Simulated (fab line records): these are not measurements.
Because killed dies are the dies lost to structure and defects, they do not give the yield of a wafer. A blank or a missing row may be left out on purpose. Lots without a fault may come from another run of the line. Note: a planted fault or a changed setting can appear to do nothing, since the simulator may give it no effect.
fab line records ; flow n5_finfet
record: lots: 6; wafers: 18; last_day: 17
route steps=1938 shown BEOL_M13@1661 PASSIVATION@1936
lots that met no fault: taken from a fault-free run of the same line
start_h: the number of hours between the record's first day and the start of the first shown wafer of the lot ; wait_h: hours elapsed since this lot's preceding step ; " repeats the value in the row above ; L1.1+2: one row covering several wafers at once ; - no value, or no start was given ; * or withheld: withheld ; < > ~ a bound
route shown NAME@n: a module of which the file shows steps, and the number in the route of the first ; usual: the fault-free wafers' mean and standard deviation ; same: alike in all rows ; chamber/n: place in a boat ; sites: per-site readings ; _std_site: the values' standard deviation ; _edge_site: the outer-site mean with the inner-site mean subtracted ; radius_mm: for every site, how far away it sits from the centre of the wafer ; mask NAME#n: copy n ; behind: the last tool/chamber to shape the wafer ; hold: why the lot went on hold/how many hours it stayed there/how the hold came to an end ; device: which transistor (n, p or np) failed to switch ; end of line: the route-end tests of the same wafers ; where a step has no rows: the recipe by itself ; killed: dies lost to structure and defects at the first sort, not the wafer's yield ; map: per-die view of a wafer (x killed, . not killed, _ where there is no die)
set.NAME: the setting that was run; set.NAME@STEP: the one run at that earlier step ; model.NAME: the simulator's own value behind a step, which no gauge read
lots at some steps of the route; a table a step, a row a wafer
services: the hour from which a tool's chamber was out of use, counted from the record's first day as start_h (under 0 if before that day), plus the number of hours and why
== steps ==
step: N5_BEOL_M13_COAT_58
recipe: resist: BARC; temp_c: 205; time_s: 60; spin_rpm: 1500; resist_thk_nm: 89
step: N5_BEOL_M13_COAT_04
recipe: spin_rpm: 1625; resist_thk_nm: 400
step: N5_BEOL_M13_EBR_06
recipe: solvent: PGMEA; ebr_width_mm: 1.5
step: N5_BEOL_M13_SOFTBAKE_05
recipe: temp_c: 130; time_s: 60
step: N5_BEOL_M13_EXPOSE_07
recipe: mask_id: V12; na: 0.93; source_shape: conventional; sigma_outer: 0.6; polarization: unpolarized; attpsm_phase_deg: 180; dose_mj: 24.8
step: N5_BEOL_M13_PEB_08
recipe: peb_temp_c: 130; peb_time_s: 90
step: N5_BEOL_M13_DEVELOP_09
recipe: develop_time_s: 45; rinse_liquid: diw; dry: air_spin; dev_temp_c: 21
step: N5_BEOL_M13_HARDBAKE_14
recipe: temp_c: 130; time_s: 120
step: N5_BEOL_M13_CD_MEAS_10
recipe: target_cd_nm: 190; landing_energy_ev: 500; detector: se_inlens; polarity: opening
usual: cd_nm: 190.0/1.1
lot.wafer;tool;chamber;start_h;wait_h;cd_nm
L614.2;cd_sem-01;0;244.63;-;190.7
L614.5;cd_sem-01;0;244.63;-;190.1
L614.6;cd_sem-01;0;244.63;-;190.4
L624.2;cd_sem-03;0;302.38;-;192.6
L624.3;cd_sem-03;0;302.38;-;191.1
L624.4;cd_sem-03;0;302.38;-;191.1
L623.2;cd_sem-02;0;302.44;-;190.8
L623.3;cd_sem-02;0;302.44;-;188.9
L623.6;cd_sem-02;0;302.44;-;190.5
L626.2;cd_sem-01;0;320.35;-;188.1
L626.4;cd_sem-01;0;320.35;-;187.2
L626.6;cd_sem-01;0;320.35;-;189.1
L629.2;cd_sem-01;0;325.21;-;191.3
L629.3;cd_sem-01;0;325.21;-;189.6
L629.6;cd_sem-01;0;325.21;-;189.9
L637.1;cd_sem-03;0;375.06;-;191.9
L637.2;cd_sem-03;0;375.06;-;192.6
L637.4;cd_sem-03;0;375.06;-;192.7
step: N5_BEOL_M13_OVL_MEAS_11
recipe: points_per_wafer: 44
usual: V12_OVL: 3/4.9
lot.wafer;tool;chamber;start_h;wait_h;V12_OVL[nm]
L614.2;overlay-01;0;244.66;0.0;3
L614.5;overlay-01;0;244.66;0.0;5
L614.6;overlay-01;0;244.66;0.0;0
L624.2;overlay-01;0;302.41;0.0;0
L624.3;overlay-01;0;302.41;0.0;8
L624.4;overlay-01;0;302.41;0.0;4
L623.2;overlay-01;0;302.47;0.0;-3
L623.3;overlay-01;0;302.47;0.0;7
L623.6;overlay-01;0;302.47;0.0;1
L626.2;overlay-01;0;320.38;0.0;-1
L626.4;overlay-01;0;320.38;0.0;-1
L626.6;overlay-01;0;320.38;0.0;-2
L629.2;overlay-02;0;325.24;0.0;-2
L629.3;overlay-02;0;325.24;0.0;16
L629.6;overlay-02;0;325.24;0.0;-1
L637.1;overlay-01;0;375.09;0.0;9
L637.2;overlay-01;0;375.09;0.0;13
L637.4;overlay-01;0;375.09;0.0;10
step: N5_BEOL_M13_INSPECT_12
recipe: mode: adi; inspect_instrument: macro
usual: raw_defect_count: 1.9/1.5
lot.wafer;tool;chamber;start_h;wait_h;raw_defect_count
L614.2;defect_inspect-02;-;244.69;0.0;3
L614.5;defect_inspect-02;-;244.69;0.0;2
L614.6;defect_inspect-02;-;244.69;0.0;2
L624.2;defect_inspect-02;-;302.43;0.0;2
L624.3;defect_inspect-02;-;302.43;0.0;1
L624.4;defect_inspect-02;-;302.43;0.0;2
L623.2;defect_inspect-02;-;302.49;0.0;2
L623.3;defect_inspect-02;-;302.49;0.0;1
L623.6;defect_inspect-02;-;302.49;0.0;0
L626.2;defect_inspect-02;-;320.40;0.0;0
L626.4;defect_inspect-02;-;320.40;0.0;3
L626.6;defect_inspect-02;-;320.40;0.0;1
L629.2;defect_inspect-01;-;325.26;0.0;1
L629.3;defect_inspect-01;-;325.26;0.0;3
L629.6;defect_inspect-01;-;325.26;0.0;3
L637.1;defect_inspect-01;-;375.11;0.0;2
L637.2;defect_inspect-01;-;375.11;0.0;0
L637.4;defect_inspect-01;-;375.11;0.0;6
step: N5_BEOL_M13_DESCUM_15
recipe: chemistry: O2; time_s: 7.9; source_power_w: 50; bias_power_w: 20; pressure_mtorr: 20; rf_frequency_hz: 2.712e+07; temp_c: 40; o2_flow_sccm: 225
usual: drypump_motor_current_A: 5.8/0.42; oes_product_au: 0.80/0.087; rf_vpp_V: 243.4/1.4; showerhead_plenum_p_Torr: 2.11/0.071; throttle_valve_pct: 20.54/0.2
lot.wafer;tool;chamber;start_h;wait_h;drypump_motor_current_A;oes_product_au;rf_hours_counter_h;rf_vpp_V;showerhead_plenum_p_Torr;throttle_valve_pct
L614.2;rie_diel-03;0;244.72;0.0;5.9;0.79;110;244.8;2.13;20.72
L614.5;rie_diel-03;3;244.72;0.0;5.7;0.71;-;243.2;2.06;20.47
L614.6;rie_diel-03;2;244.72;0.0;6.1;0.69;-;244.5;2.16;20.77
L624.2;rie_diel-06;3;302.63;0.2;5.9;0.80;124;242.7;2.00;20.43
L624.3;rie_diel-06;0;302.63;0.2;5.8;0.90;33;244.0;2.12;20.56
L624.4;rie_diel-06;2;302.63;0.2;5.4;0.90;20;245.0;2.22;20.21
L623.2;rie_diel-06;2;302.93;0.4;5.4;0.90;20;243.8;2.22;20.20
L623.3;rie_diel-06;3;302.93;0.4;5.9;0.80;124;242.5;2.00;20.42
L623.6;rie_diel-06;1;302.93;0.4;6.4;0.73;-;243.7;2.16;20.94
L626.2;rie_diel-06;3;320.43;0.0;5.9;0.80;131;243.0;2.00;20.45
L626.4;rie_diel-06;0;320.43;0.0;5.8;0.89;40;243.6;2.12;20.57
L626.6;rie_diel-06;2;320.43;0.0;5.5;0.88;-;244.9;2.21;20.22
L629.2;rie_diel-03;2;325.45;0.2;6.1;0.99;2;243.0;2.15;20.44
L629.3;rie_diel-03;1;325.45;0.2;6.1;0.71;210;241.9;2.08;20.55
L629.6;rie_diel-03;2;325.45;0.2;6.1;0.99;-;243.3;2.15;20.44
L637.1;rie_diel-05;3;375.15;0.0;5.2;0.86;49;244.0;2.21;20.34
L637.2;rie_diel-05;2;375.15;0.0;5.1;0.82;83;243.2;2.03;20.65
L637.4;rie_diel-05;0;375.15;0.0;6.8;0.78;154;244.2;2.18;20.33
step: N5_BEOL_M13_ETCH_59
recipe: chemistry: N2/H2; target: BARC; target_depth_a: 890; overetch_a: 267; time_s: 67.9; ion_energy_ev: 200; pressure_mtorr: 30; source_w: 840; bias_w: 150; n2_flow_sccm: 200; h2_flow_sccm: 200
usual: bias_w: 150.0/0.46; drypump_motor_current_A: 5.8/0.42; oes_product_au: 0.68/0.068; rf_vpp_V: 524.6/2.4; showerhead_plenum_p_Torr: 2.57/0.083; throttle_valve_pct: 18.00/0.23
lot.wafer;tool;chamber;start_h;wait_h;bias_w;drypump_motor_current_A;oes_product_au;rf_hours_counter_h;rf_vpp_V;showerhead_plenum_p_Torr;throttle_valve_pct;model.coat_of_BEOL_M13_COAT_04.thk_nm
L614.2;rie_diel-03;0;244.76;0.0;149.4;5.9;0.67;110;523.8;2.57;18.01;320
L614.5;rie_diel-03;3;244.76;0.0;150.6;5.6;0.61;-;522.1;2.52;17.92;319.4
L614.6;rie_diel-03;2;244.76;0.0;151.2;6.1;0.61;-;526.2;2.61;18.15;322.2
L624.2;rie_diel-06;3;302.66;0.0;150.3;5.9;0.69;124;522.8;2.46;17.99;321.4
L624.3;rie_diel-06;0;302.66;0.0;149.5;5.8;0.76;33;525.1;2.59;18.04;318.8
L624.4;rie_diel-06;2;302.66;0.0;149.9;5.4;0.77;20;529.6;2.70;17.67;316
L623.2;rie_diel-06;2;302.96;0.0;113.7;5.4;0.76;20;444.3;2.69;17.67;317.6
L623.3;rie_diel-06;3;302.96;0.0;114.1;6.0;0.68;124;438.2;2.46;17.99;322.6
L623.6;rie_diel-06;1;302.96;0.0;113.7;6.4;0.63;-;441.0;2.65;18.54;323
L626.2;rie_diel-06;3;320.47;0.0;114.4;5.9;0.68;131;437.3;2.46;18.02;324.6
L626.4;rie_diel-06;0;320.47;0.0;113.3;5.8;0.75;40;441.0;2.59;18.01;324
L626.6;rie_diel-06;2;320.47;0.0;113.9;5.5;0.75;-;442.5;2.69;17.65;317.8
L629.2;rie_diel-03;2;325.49;0.0;149.9;6.1;0.83;2;524.7;2.61;17.77;312.8
L629.3;rie_diel-03;1;325.49;0.0;149.4;6.1;0.61;210;522.3;2.51;17.97;314.8
L629.6;rie_diel-03;2;325.49;0.0;151.1;6.1;0.83;-;525.2;2.61;17.78;314.2
L637.1;rie_diel-05;3;375.18;0.0;150.4;5.1;0.73;49;529.1;2.70;17.87;315.4
L637.2;rie_diel-05;2;375.18;0.0;150.1;5.1;0.70;83;521.7;2.48;18.21;316
L637.4;rie_diel-05;0;375.18;0.0;150.0;6.8;0.66;154;528.4;2.64;17.78;317.6
step: N5_BEOL_M13_VIA_ETCH_16
recipe: chemistry: C4F8/O2/Ar; target: SiOC; pressure_mtorr: 30; source_w: 3000; bias_w: 700; Ar_flow_sccm: 400; C4F8_flow_sccm: 15; O2_flow_sccm: 8; he_inner_torr: 15; he_outer_torr: 30; target_depth_a: 9217; time_s: withheld; ion_energy_ev: 250; ends: cleared
usual: bias_w: 699.9/1.8; drypump_motor_current_A: 5.8/0.42; he_outer_torr: 30.01/0.059; oes_product_au: 0.72/0.079; rf_vpp_V: 666/3; showerhead_plenum_p_Torr: 3.45/0.1; throttle_valve_pct: 24.35/0.16
lot.wafer;tool;chamber;start_h;wait_h;bias_w;drypump_motor_current_A;he_outer_torr;oes_product_au;rf_vpp_V;showerhead_plenum_p_Torr;throttle_valve_pct;model.coat_of_BEOL_M13_COAT_04.thk_nm
L614.2;rie_diel-03;0;244.81;0.0;697.8;5.9;30.17;0.71;666;3.46;24.37;72.4
L614.5;rie_diel-03;3;244.81;0.0;697.2;5.7;29.98;0.64;664;3.40;24.32;66
L614.6;rie_diel-03;2;244.81;0.0;699.3;6.1;29.93;0.64;667;3.50;24.41;72.8
L624.2;rie_diel-06;3;302.71;0.0;698.2;5.9;30.04;0.72;662;3.32;24.37;78.8
L624.3;rie_diel-06;0;302.71;0.0;698.4;5.8;29.84;0.81;667;3.48;24.44;73
L624.4;rie_diel-06;2;302.71;0.0;700.5;5.4;30.01;0.82;671;3.64;24.16;66.8
L623.2;rie_diel-06;2;303.01;0.0;700.3;5.5;30.00;0.82;672;3.64;24.18;72.4
L623.3;rie_diel-06;3;303.01;0.0;697.9;5.9;30.08;0.72;661;3.32;24.38;73.8
L623.6;rie_diel-06;1;303.01;0.0;698.5;6.4;30.04;0.67;668;3.52;24.66;74.2
L626.2;rie_diel-06;3;320.52;0.0;698.7;5.9;30.06;0.71;661;3.31;24.39;78.2
L626.4;rie_diel-06;0;320.52;0.0;697.6;5.8;29.97;0.79;667;3.47;24.44;75
L626.6;rie_diel-06;2;320.52;0.0;699.7;5.5;29.97;0.80;672;3.63;24.18;68
L629.2;rie_diel-03;2;325.54;0.0;698.4;6.1;30.00;0.90;667;3.49;24.15;69.6
L629.3;rie_diel-03;1;325.54;0.0;699.9;6.1;30.07;0.64;664;3.42;24.40;71.4
L629.6;rie_diel-03;2;325.54;0.0;698.2;6.1;29.99;0.89;668;3.49;24.16;64.4
L637.1;rie_diel-05;3;375.24;0.0;698.2;5.1;30.06;0.79;670;3.59;24.11;72
L637.2;rie_diel-05;2;375.24;0.0;700.3;5.0;30.03;0.74;661;3.33;24.48;70.6
L637.4;rie_diel-05;0;375.24;0.0;701.9;6.8;29.95;0.70;669;3.57;24.16;67.6
step: N5_BEOL_M13_STRIP_63
recipe: chemistry: N2/H2; power_w: 1000; temp_c: 250; h2_frac: 0.65; overash_fraction: 0.3; pressure_mtorr: 1000; n2_flow_sccm: 1750; h2_flow_sccm: 3250
usual: drypump_motor_current_A: 5.34/0.27; heater_power_w: 355/15; oes_product_au: 0.674/0.0045; strip_time_to_endpoint_s: 27.7/0.96
lot.wafer;tool;chamber;start_h;wait_h;drypump_motor_current_A;heater_power_w;oes_product_au;rf_hours_counter_h;strip_time_to_endpoint_s
L614.2;plasma_asher-01;1;245.04;-;5.67;359;0.673;71;28.4
L614.5;plasma_asher-01;0;245.04;-;5.47;336;0.672;-;26.5
L614.6;plasma_asher-01;1;245.04;-;5.67;360;0.673;-;28.5
L624.2;plasma_asher-02;1;302.95;-;5.15;370;0.681;120;30.2
L624.3;plasma_asher-02;1;302.95;-;5.14;373;0.668;-;28.5
L624.4;plasma_asher-02;0;302.95;-;4.98;347;0.675;-;26.7
L623.2;plasma_asher-01;1;303.25;-;5.68;364;0.677;83;28.4
L623.3;plasma_asher-01;0;303.25;-;5.48;338;0.680;-;28.8
L623.6;plasma_asher-01;0;303.25;-;5.48;340;0.670;-;28.9
L626.2;plasma_asher-01;0;320.76;-;5.47;337;0.685;87;30.1
L626.4;plasma_asher-01;0;320.76;-;5.46;329;0.678;-;29.2
L626.6;plasma_asher-01;0;320.76;-;5.46;336;0.667;-;27.1
L629.2;plasma_asher-02;1;325.77;-;5.16;372;0.671;124;27.6
L629.3;plasma_asher-02;0;325.77;-;4.97;341;0.673;-;28.0
L629.6;plasma_asher-02;1;325.77;-;5.16;367;0.673;-;26.0
L637.1;plasma_asher-01;0;375.47;-;5.47;337;0.679;98;28.2
L637.2;plasma_asher-01;1;375.47;-;5.66;357;0.668;98;27.9
L637.4;plasma_asher-01;1;375.47;-;5.66;356;0.673;-;26.9
step: N5_PASSIVATION_PROBE_49
usual: defect_limited_yield: 91.0/1.5; killed_at_M0_to_M3: 35/11; killed_at_M4_up: 13/6; killed_at_contacts: 14/6.5; killed_at_front_end: 40/12; killed_at_other: 4/3.4; killed_dies: 106/18; killed_on_rim: 14/4.7; killed_open: 68/14; killed_short: 35/7.7; sort_bin_5_function: 5.2/0.98; sort_bin_6_memory: 3.4/0.72; sort_n_pass: 1074/18; sort_yield_pct: 91.0/1.5
same: gross_dies: 1180; killed_at_back_side: 0; sort_bin_4_leakage[%]: 0; sort_bin_8_speed[%]: 0
lot.wafer;tool;chamber;start_h;wait_h;defect_limited_yield[%];killed_at_M0_to_M3;killed_at_M4_up;killed_at_contacts;killed_at_front_end;killed_at_other;killed_dies;killed_on_rim;killed_open;killed_short;sort_bin_5_function[%];sort_bin_6_memory[%];sort_n_pass;sort_yield_pct[%]
L624.2;prober-02;-;337.79;0.1;91.0;28;19;10;44;5;106;12;74;32;4.8;4.0;1074;91.0
L624.3;prober-02;-;337.84;0.1;94.2;16;13;10;30;0;69;10;43;23;3.1;2.7;1111;94.2
L624.4;prober-02;-;337.89;0.2;90.8;32;20;9;44;4;109;13;65;44;6.0;2.9;1071;90.8
L623.6;prober-01;-;345.30;0.3;90.5;40;14;6;44;8;112;21;55;46;4.9;3.3;1068;90.5
killed by level:class
L624.2 DUMMY_GATE:geometric_particle:open=11 MOL_CONTACT_COAG:geometric_particle:open=9 FIN_SAQP:geometric_particle:open=8 FIN_SAQP:geometric_particle:short=8 BEOL_M0_SAQP:geometric_particle:short=7 BEOL_M1:geometric_particle:open=7 STI_FIN_REVEAL:geometric_particle:open=6 BEOL_M0:geometric_particle:open=5
L624.3 BEOL_M1:geometric_particle:open=10 MOL_CONTACT_COAG:geometric_particle:open=6 STI_FIN_REVEAL:geometric_particle:open=5 DUMMY_GATE:geometric_particle:open=5 FIN_SAQP:geometric_particle:open=4 FIN_SAQP:geometric_particle:short=4 BEOL_M4:geometric_particle:short=4 ILD0:geometric_particle:short=3
L624.4 BEOL_M4:geometric_particle:short=12 FIN_SAQP:geometric_particle:short=10 FIN_SAQP:geometric_particle:open=9 BEOL_M0_SAQP:geometric_particle:open=9 STI_FIN_REVEAL:geometric_particle:open=8 MOL_CONTACT_COAG:geometric_particle:open=8 BEOL_M1:geometric_particle:open=8 BEOL_M0_SAQP:geometric_particle:short=6
L623.6 FIN_SAQP:geometric_particle:short=11 HKMG_FIN:area_etch=10 BEOL_M0_SAQP:geometric_particle:short=9 BEOL_M0_SAQP:geometric_particle:open=9 BEOL_M3:geometric_particle:open=8 BEOL_M4:geometric_particle:open=7 FIN_SAQP:geometric_particle:open=5 BEOL_M1:geometric_particle:short=5
== services ==
tool;chamber;start_h;hours;kind
rie_diel-06;-;230.51;0.5;repair
rie_diel-06;2;237.70;13.5;repair
rie_diel-03;-;272.44;14.6;pm
rie_diel-03;2;302.30;-;clean
rie_diel-03;2;302.30;-;consumable_replace:focus_ring
rie_diel-03;2;302.30;18.9;scheduled_down
rie_diel-03;2;302.30;18.9;vent_cycle
rie_diel-05;3;311.98;18.2;repair
rie_diel-05;2;324.13;30.9;repair
== key ==
first_sign: step: N5_BEOL_M13_ETCH_59; reading: bias_w; direction: down; sigmas: 78; usual: *; struck: *
effect: step: N5_BEOL_M13_ETCH_59; reading: rf_vpp_V; direction: down; sigmas: 34; usual: 524.6; struck: 440.7
model_effect: step: N5_BEOL_M13_ETCH_59; value: coat_of_BEOL_M13_COAT_04.thk_nm; without: 316.7; struck: 321.6
model_effect: step: N5_BEOL_M13_VIA_ETCH_16; value: coat_of_BEOL_M13_COAT_04.thk_nm; without: 68.7; struck: 73.6
met_at N5_BEOL_M13_ETCH_59
struck_wafers L623.2,L623.3,L623.6,L626.2,L626.4,L626.6
baseline_loss: step: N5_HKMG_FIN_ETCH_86; wafers: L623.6
onset_between 302.66 302.96
fault: kind: process_parameter_drift; tool: rie_diel-06; chamber: -; onset_h: 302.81; steps: N5_BEOL_M13_ETCH_59; channel: bias_w; offset: *; shape: step; end_h: 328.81; acts_in: *; stated: *
baseline_loss: these wafers lose ten dies or more at that step, a loss of the line's own and not of a fault; the sort's usual values leave them out
